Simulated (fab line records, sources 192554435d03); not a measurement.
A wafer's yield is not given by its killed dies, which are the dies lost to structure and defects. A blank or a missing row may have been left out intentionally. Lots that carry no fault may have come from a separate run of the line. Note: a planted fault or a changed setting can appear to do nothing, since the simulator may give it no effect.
Lot-split experiment	flow n5 finfet	7 lots, 21 wafers read, on a route of 1938 steps

THE SPLIT
At N5_BEOL_M15_ILD_DEP_00 (deposits SiO2 from TEOS/O2, target thk 1629.3 nm, time 346.1 s), the setting time s was moved away from the recipe's 346.1 s on 6 of the 21 wafers read, by -14.2% to +7.2%. The other wafers ran this setting at the recipe's value.

No step appears in the file between the split and the reading.

THE READING
M15_ILD_THK (nm), taken at N5_BEOL_M15_THK_MEAS_01. Typical for fault-free wafers on this fab line: 1629 nm, with standard deviation 23 nm.

wafer	tool, chamber at the split	time s as run, s	against the recipe	M15_ILD_THK, nm	against lot-mates on the recipe
L076.2	pecvd-03, 0	346.1	recipe	1622	-
L076.3	pecvd-03, 2	346.1	recipe	1586	-
L076.6	pecvd-03, 1	346.1	recipe	1642	-
L077.1	pecvd-03, 2	346.1	recipe	1597	-
L077.3	pecvd-03, 0	346.1	recipe	1634	-
L077.5	pecvd-03, 1	346.1	recipe	1634	-
L090.2	pecvd-03, 2	346.1	recipe	1573	-
L090.3	pecvd-03, 0	371	+7.2%	1738	+150
L090.6	pecvd-03, 2	346.1	recipe	1603	-
L089.1	pecvd-03, 1	297	-14.2%	1325	-267
L089.4	pecvd-03, 1	346.1	recipe	1592	-
L089.5	pecvd-03, 2	297	-14.2%	1375	-217
L095.1	pecvd-03, 0	346.1	recipe	1614	-
L095.2	pecvd-03, 2	346.1	recipe	1593	-
L095.5	pecvd-03, 0	346.1	recipe	1643	-
L094.1	pecvd-01, 0	346.1	recipe	1594	-
L094.2	pecvd-01, 1	346.1	recipe	1611	-
L094.3	pecvd-01, 2	314.8	-9.0%	1463	-140
L097.4	pecvd-01, 1	361.2	+4.4%	1752	+83
L097.5	pecvd-01, 2	346.1	recipe	1669	-
L097.6	pecvd-01, 0	361.2	+4.4%	1743	+74

THE FIT
A straight line over all 21 wafers: M15_ILD_THK changes by +19.2 nm for each +1% of time s; r = +0.96; the points scatter about the line by 29 nm.
The same after taking each lot's own level away (the mean of its wafers on the recipe; 21 wafers): +17.3 nm for each +1%; r = +0.98; scatter 19 nm.
Per that fit: largest time s move, reading shift of 2.5e+02 nm.
Measured against the standard deviation above, the lots' own levels, which go from 1588.0 to 1669.0 nm, span 3.5 times it.
Thus the slope moves with the lot-to-lot level: the two fits are different.
Check: -230 nm against its lot-mates is what the line predicts for one of the wafers moved furthest among these (-14.2%) when that wafer is left out of the fit. Against them it came out at -267 nm.

FURTHER SPLITS ON THESE WAFERS
These wafers also went through other splits before the reading. Each is held against what the fit with the lots' levels taken away leaves over:
other split on the same wafers	wafers away from the commonest value	r with M15_ILD_THK (lot level and that fit taken away)
N5_BEOL_M14_EXPOSE_07 dose mj	7	+0.25

THE WHOLE CHAIN: every reading that the file lists as answering this split, in the file's order
step	what it does	reading	change (the file's fit)	r (the file's)
N5_BEOL_M15_ILD_DEP_00	deposits SiO2 from TEOS/O2, target thk 1629.3 nm, time 346.1 s	SiO2_of_BEOL_M15_ILD_DEP_00.thk nm (the simulator's own value, which no gauge read)	+17.2 nm for each +1% of the setting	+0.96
N5_BEOL_M15_THK_MEAS_01		M15_ILD_THK	+17.3 for each +1% of the setting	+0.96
N5_BEOL_M15_VIA_ETCH_16	etches SiO2 in C4F8/O2/Ar, target depth 1792.2 nm	etch.depth nm (the simulator's own value, which no gauge read)	+17.2 nm for each +1% of the setting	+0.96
N5_BEOL_M15_VIA_ETCH_16	etches SiO2 in C4F8/O2/Ar, target depth 1792.2 nm	coat_of_BEOL_M15_COAT_04.thk nm (the simulator's own value, which no gauge read)	-3.78 nm for each +1% of the setting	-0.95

FILE'S OWN FIT
M15_ILD_THK changes by +17.3 nm for each +1% of time s, r = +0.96.
